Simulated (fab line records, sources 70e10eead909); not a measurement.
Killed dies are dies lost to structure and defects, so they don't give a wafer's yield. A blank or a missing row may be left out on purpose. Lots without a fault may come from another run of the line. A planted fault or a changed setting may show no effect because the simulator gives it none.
fab line records | flow nand_harc
record lots=15 wafers=45 last_day=33
route steps=1302 shown A_ZERO_WELL@401 A_ONON_D1@425
lots that met no fault: from a run of the same line without faults
start_h: hours from the record's first day to the start of the lot's first wafer shown | wait_h: hours since the lot's step before | " the same as in the row above | L1.1+2: a row that stands for several wafers | - no value, or no start given | * or withheld: withheld | < > ~ a bound
route shown NAME@n: a module of which the file shows steps, and the number in the route of the first | usual: mean/standard deviation of fault-free wafers | same: alike in all rows | chamber/n: place in a boat | sites: the reading at each site | _std_site: their standard deviation | _edge_site: outer sites' mean less inner sites' | radius_mm: how far each site lies from the wafer's centre | mask NAME#n: copy n | behind: the tool/chamber that last shaped the wafer | hold: why the lot was held/for how many hours/how that ended | device: the transistor (n, p or np) that didn't switch | end of line: the same wafers' tests at the end of the route | a step without rows: its recipe alone | killed: dies lost to structure and defects at the first sort, not the wafer's yield | map: a wafer's dies, x killed, . not, _ none there
set.NAME: the setting as run; set.NAME@STEP: as run at that earlier step | model.NAME: the simulator's own value behind a step, which no gauge read
steps of the route over a sample of lots; a table a step, a row a wafer
services: from which hour (start_h, from the record's first day; less than 0 if before it) a tool's chamber was out of use, for how many hours, and why
## steps
# step NHARC_A_ZERO_WELL_CD_MEAS_10
# recipe target_cd_nm=2000 landing_energy_ev=500
# usual cd_nm=2000.8/1.6
# same landing_energy_ev=500
# columns lot.wafer tool chamber start_h wait_h cd_nm
L706.1 cd_sem-03 0 141.26 - 2000.8
L706.5 " 0 " " 1999.6
L706.6 " 0 " " 2000.8
L707.1 cd_sem-01 0 142.53 - 2003.1
L707.3 " 0 " " 2001.7
L707.4 " 0 " " 2002.0
L711.3 cd_sem-02 0 190.09 - 2000.4
L711.5 " 0 " " 1999.3
L711.6 " 0 " " 1997.8
L715.1 cd_sem-01 0 227.65 - 2000.7
L715.4 " 0 " " 2002.0
L715.5 " 0 " " 2001.7
L716.3 cd_sem-02 0 239.64 - 1998.9
L716.4 " 0 " " 1997.9
L716.6 " 0 " " 1999.2
L717.3 cd_sem-02 0 246.73 - 1999.5
L717.5 " 0 " " 2002.8
L717.6 " 0 " " 2000.2
L721.4 cd_sem-03 0 293.97 - 2000.7
L721.5 " 0 " " 1998.8
L721.6 " 0 " " 2001.0
L722.2 cd_sem-01 0 307.74 - 2002.6
L722.4 " 0 " " 2004.4
L722.5 " 0 " " 2003.3
L723.2 cd_sem-03 0 310.19 - 2000.9
L723.3 " 0 " " 2002.2
L723.5 " 0 " " 1998.6
L724.3 cd_sem-01 0 317.17 - 2000.4
L724.5 " 0 " " 1998.9
L724.6 " 0 " " 2000.4
L725.1 cd_sem-02 0 328.46 - 1999.5
L725.5 " 0 " " 1999.6
L725.6 " 0 " " 1999.9
L726.2 cd_sem-03 0 334.31 - 2002.5
L726.4 " 0 " " 2000.2
L726.6 " 0 " " 2001.0
L727.3 cd_sem-02 0 357.57 - 2000.2
L727.5 " 0 " " 2001.9
L727.6 " 0 " " 2001.1
L728.2 cd_sem-01 0 361.52 - 2002.0
L728.3 " 0 " " 2000.9
L728.5 " 0 " " 2003.3
L729.2 cd_sem-01 0 364.85 - 1999.8
L729.3 " 0 " " 1997.8
L729.5 " 0 " " 1999.2
# step NHARC_A_ONON_D1_THK_MEAS_02
# recipe thk_meas_gauge=ellipsometry
# usual thk_nm=1001/10
# columns lot.wafer tool chamber start_h wait_h thk_nm
L707.1 film_metro-02 - 163.00 - 1001
L707.3 " - " " 1000
L707.4 " - " " 998
L706.1 film_metro-02 - 163.28 - 1015
L706.5 " - " " 1015
L706.6 " - " " 1015
L711.3 film_metro-01 - 212.37 - 1017
L711.5 " - " " 1016
L711.6 " - " " 1018
L715.1 film_metro-02 - 252.39 - 995
L715.4 " - " " 996
L715.5 " - " " 995
L716.3 film_metro-01 - 261.57 - 978
L716.4 " - " " 980
L716.6 " - " " 981
L717.3 film_metro-02 - 270.75 - 1004
L717.5 " - " " 1004
L717.6 " - " " 1006
L721.4 film_metro-01 - 318.12 - 1011
L721.5 " - " " 1011
L721.6 " - " " 1013
L723.2 film_metro-02 - 331.68 - 986
L723.3 " - " " 988
L723.5 " - " " 986
L722.2 film_metro-01 - 331.68 - 989
L722.4 " - " " 989
L722.5 " - " " 988
L724.3 film_metro-01 - 340.25 - 1000
L724.5 " - " " 998
L724.6 " - " " 998
L725.1 film_metro-01 - 350.99 - 1005
L725.5 " - " " 1005
L725.6 " - " " 1005
L726.2 film_metro-02 - 358.62 - 1006
L726.4 " - " " 1006
L726.6 " - " " 1005
L727.3 film_metro-01 - 380.53 - 1008
L727.5 " - " " 1008
L727.6 " - " " 1008
L728.2 film_metro-01 - 384.41 - 991
L728.3 " - " " 995
L728.5 " - " " 993
L729.2 film_metro-01 - 384.41 - 1003
L729.3 " - " " 1003
L729.5 " - " " 1003
# step NHARC_A_ONON_D1_ANNEAL_15
# recipe temp_c=750 time_s=3600
# usual run_length_s=3618/4.7 spike_tc_bottom_C=771.2/2.2 time_s=3600/0
# columns lot.wafer tool chamber start_h wait_h run_length_s spike_tc_bottom_C time_s
L706.1 furnace-08 0 168.65 3.0 3615 770.8 3600
L706.5 " 0 " " 3615 771.1 3600
L706.6 " 0 " " 3615 773.9 3600
L707.1 furnace-08 0 168.65 3.4 3620 773.4 3600
L707.3 " 0 " " 3620 772.0 3600
L707.4 " 0 " " 3620 771.9 3600
L711.3 furnace-08 0 218.15 3.5 3613 772.8 3600
L711.5 " 0 " " 3613 773.4 3600
L711.6 " 0 " " 3613 772.4 3600
L715.1 furnace-08 - 258.05 3.4 - - -
L715.4 " - " " - - -
L715.5 " - " " - - -
L716.3 furnace-08 - 267.24 3.4 - - -
L716.4 " - " " - - -
L716.6 " - " " - - -
L717.3 furnace-08 - 276.40 3.4 - - -
L717.5 " - " " - - -
L717.6 " - " " - - -
L721.4 furnace-08 0 324.08 3.7 3623 770.8 3600
L721.5 " 0 " " 3623 771.9 3600
L721.6 " 0 " " 3623 773.0 3600
L722.2 furnace-07 0 337.63 3.7 3616 768.8 3600
L722.4 " 0 " " 3616 768.4 3600
L722.5 " 0 " " 3616 767.5 3600
L723.2 furnace-07 0 337.63 3.7 3615 766.9 3600
L723.3 " 0 " " 3615 768.2 3600
L723.5 " 0 " " 3615 767.7 3600
L724.3 furnace-03 0 346.92 4.4 3618 768.9 3600
L724.5 " 0 " " 3618 769.4 3600
L724.6 " 0 " " 3618 768.6 3600
L725.1 furnace-08 0 356.66 3.4 3625 774.2 3600
L725.5 " 0 " " 3625 770.4 3600
L725.6 " 0 " " 3625 773.2 3600
L726.2 furnace-03 0 366.36 5.5 3623 771.4 3600
L726.4 " 0 " " 3623 771.1 3600
L726.6 " 0 " " 3623 769.6 3600
L727.3 furnace-03 0 385.97 3.2 3630 768.7 3600
L727.5 " 0 " " 3630 767.0 3600
L727.6 " 0 " " 3630 770.1 3600
L728.2 furnace-08 0 392.86 6.2 3615 772.6 3600
L728.3 " 0 " " 3615 773.3 3600
L728.5 " 0 " " 3615 774.5 3600
L729.2 furnace-08 0 392.86 6.2 3618 772.2 3600
L729.3 " 0 " " 3618 772.7 3600
L729.5 " 0 " " 3618 772.8 3600
# step NHARC_A_ONON_D1_THK_MEAS_21
# recipe thk_meas_gauge=ellipsometry
# usual thk_nm=999/8.3
# columns lot.wafer tool chamber start_h wait_h thk_nm
L707.1 film_metro-01 - 173.66 - 1004
L707.3 " - " " 1003
L707.4 " - " " 1004
L706.1 film_metro-02 - 173.66 - 983
L706.5 " - " " 981
L706.6 " - " " 983
L711.3 film_metro-01 - 223.19 - 1006
L711.5 " - " " 1006
L711.6 " - " " 1008
L715.1 film_metro-02 - 262.99 - 1015
L715.4 " - " " 1015
L715.5 " - " " 1016
L716.3 film_metro-01 - 272.19 - 1008
L716.4 " - " " 1007
L716.6 " - " " 1009
L717.3 film_metro-01 - 281.36 - 1005
L717.5 " - " " 1005
L717.6 " - " " 1006
L721.4 film_metro-02 - 329.09 - 992
L721.5 " - " " 994
L721.6 " - " " 994
L723.2 film_metro-01 - 342.66 - 989
L723.3 " - " " 988
L723.5 " - " " 989
L722.2 film_metro-02 - 342.66 - 1002
L722.4 " - " " 1002
L722.5 " - " " 1000
L724.3 film_metro-01 - 351.92 - 1003
L724.5 " - " " 1004
L724.6 " - " " 1005
L725.1 film_metro-02 - 361.64 - 1003
L725.5 " - " " 1003
L725.6 " - " " 1003
L726.2 film_metro-01 - 371.32 - 1003
L726.4 " - " " 1003
L726.6 " - " " 1002
L727.3 film_metro-02 - 390.87 - 997
L727.5 " - " " 998
L727.6 " - " " 997
L729.2 film_metro-01 - 397.78 - 999
L729.3 " - " " 1000
L729.5 " - " " 999
L728.2 film_metro-02 - 397.78 - 995
L728.3 " - " " 997
L728.5 " - " " 997
## services
# columns tool chamber start_h hours kind
furnace-07 - 236.87 9.3 repair
furnace-03 - 299.53 26.0 pm
furnace-08 - 386.19 1.3 repair
furnace-07 - 387.92 26.0 pm
## key
first_sign step=NHARC_A_ONON_D1_ANNEAL_15 reading=tool_record direction=missing
effect none on later readings
met_at NHARC_A_ONON_D1_ANNEAL_15
struck_lots L715,L716,L717
later_rows_left_out L715.1,L715.4,L715.5,L716.3,L716.4,L716.6,L717.3,L717.5,L717.6
sort_left_out L715.1,L715.4,L715.5,L716.3,L716.4,L716.6,L717.3,L717.5,L717.6
tester_left_out L715,L716,L717
not_acting_at NHARC_A_ZERO_WELL_CD_MEAS_10,NHARC_A_ONON_D1_THK_MEAS_02,NHARC_A_ONON_D1_THK_MEAS_21
onset_between 218.15 258.05
fault kind=skipped_step_whole tool=furnace-08 chamber=- onset_h=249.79 steps=NHARC_A_ONON_D1_ANNEAL_15 scope=struck_lots_only
# tester_left_out: of these lots the tester's yield and bins aren't shown, on N5 and GAA mostly nor the transistor test; their killed dies are dies lost to structure and defects alone, not to doping, threshold or leakage, so they don't give the yield
# sort_left_out: the simulated sort isn't trusted on such a fault, so these wafers' sort isn't shown, and their yield isn't known
# later_rows_left_out: the simulator's readings of these wafers behind a module that went badly wrong aren't trusted and aren't shown, but for the sort
